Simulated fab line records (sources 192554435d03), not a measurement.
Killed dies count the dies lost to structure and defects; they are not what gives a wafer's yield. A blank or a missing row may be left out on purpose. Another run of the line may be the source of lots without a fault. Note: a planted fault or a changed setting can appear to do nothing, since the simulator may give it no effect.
Split-lot experiment	flow n5 finfet	7 lots, 21 wafers read, on a route of 1938 steps

## THE SPLIT ITSELF
At N5_MOL_CONTACT_COAG_CONTACT_ETCH_14 (etches SiO2 in C4F6/O2, target depth 27.5 nm, overetch 8.5 nm, time 20 s), the setting source w was moved away from the recipe's 370 W on 7 of the 21 wafers read, by -17.1% to +16.6%. All remaining wafers had this setting at the recipe value.

Reading taken at the split's own step.

## THE READING
rf vpp V, in V, at N5_MOL_CONTACT_COAG_CONTACT_ETCH_14 (etches SiO2 in C4F6/O2, target depth 27.5 nm, overetch 8.5 nm, time 20 s). On this fab line, fault-free wafers typically give 693.9 V with a standard deviation of 2.6 V.

wafer	tool, chamber at the split	source w as run, W	against the recipe	rf vpp V, V	against lot-mates on the recipe
L079.2	rie diel-06, 3	370	recipe	697.8	-
L079.5	rie diel-06, 1	370	recipe	695.6	-
L079.6	rie diel-06, 0	370	recipe	690.2	-
L080.1	rie diel-06, 2	413	+11.6%	669.0	-24.6
L080.5	rie diel-06, 2	370	recipe	693.6	-
L080.6	rie diel-06, 1	413	+11.6%	668.1	-25.5
L083.1	rie diel-03, 1	306.6	-17.1%	743.5	+49.6
L083.2	rie diel-03, 0	306.6	-17.1%	741.6	+47.7
L083.4	rie diel-03, 3	370	recipe	693.9	-
L088.2	rie diel-03, 2	406.1	+9.8%	680.9	-12.1
L088.3	rie diel-03, 3	370	recipe	692.7	-
L088.5	rie diel-03, 2	370	recipe	693.2	-
L092.2	rie diel-06, 1	370	recipe	696.2	-
L092.5	rie diel-06, 0	370	recipe	690.6	-
L092.6	rie diel-06, 3	370	recipe	696.1	-
L095.1	rie diel-06, 1	370	recipe	694.7	-
L095.3	rie diel-06, 2	398.2	+7.6%	675.1	-20.1
L095.6	rie diel-06, 1	370	recipe	695.6	-
L097.2	rie diel-06, 0	370	recipe	690.2	-
L097.3	rie diel-06, 1	370	recipe	695.6	-
L097.6	rie diel-06, 2	431.6	+16.6%	660.4	-32.5

THE FIT
A straight line over all 21 wafers: rf vpp V changes by -2.43 V for each +1% of source w; r = -0.98; the points scatter about the line by 3.9 V.
The same after taking each lot's own level away (the mean of its wafers on the recipe; 21 wafers): -2.41 V for each +1%; r = -0.98; scatter 4.1 V.
Per that fit: largest source w move, reading shift of 41 V.
Measured against the standard deviation above, the lots' own levels, which go from 692.90 to 695.15 V, span 0.9 times it.
Hence the lot-to-lot level has little effect on the slope; both slopes agree.
Check: with one of the wafers moved furthest among these (-17.1%) left out of the fit, the line predicts +40.2 V for it against its lot-mates. It came out at +49.6 V against them.
Tool readings at the split's step, against how far the setting was moved: rf vpp V r = -0.98.

## ADDITIONAL SPLITS CARRIED BY THESE WAFERS
Before the reading, these wafers also passed through other splits. Each is held against what the fit with the lots' levels taken away leaves over:
other split on the same wafers	wafers away from the commonest value	r with rf vpp V (lot level and that fit taken away)
N5_HKMG_FIN_HK_ALD_01 ald cycles	6	-0.18
N5_HKMG_FIN_ETCH_35 bias w	9	-0.18

## THE FILE'S OWN FIT
rf vpp V changes by -2.25 V for each +1% of source w, r = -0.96.
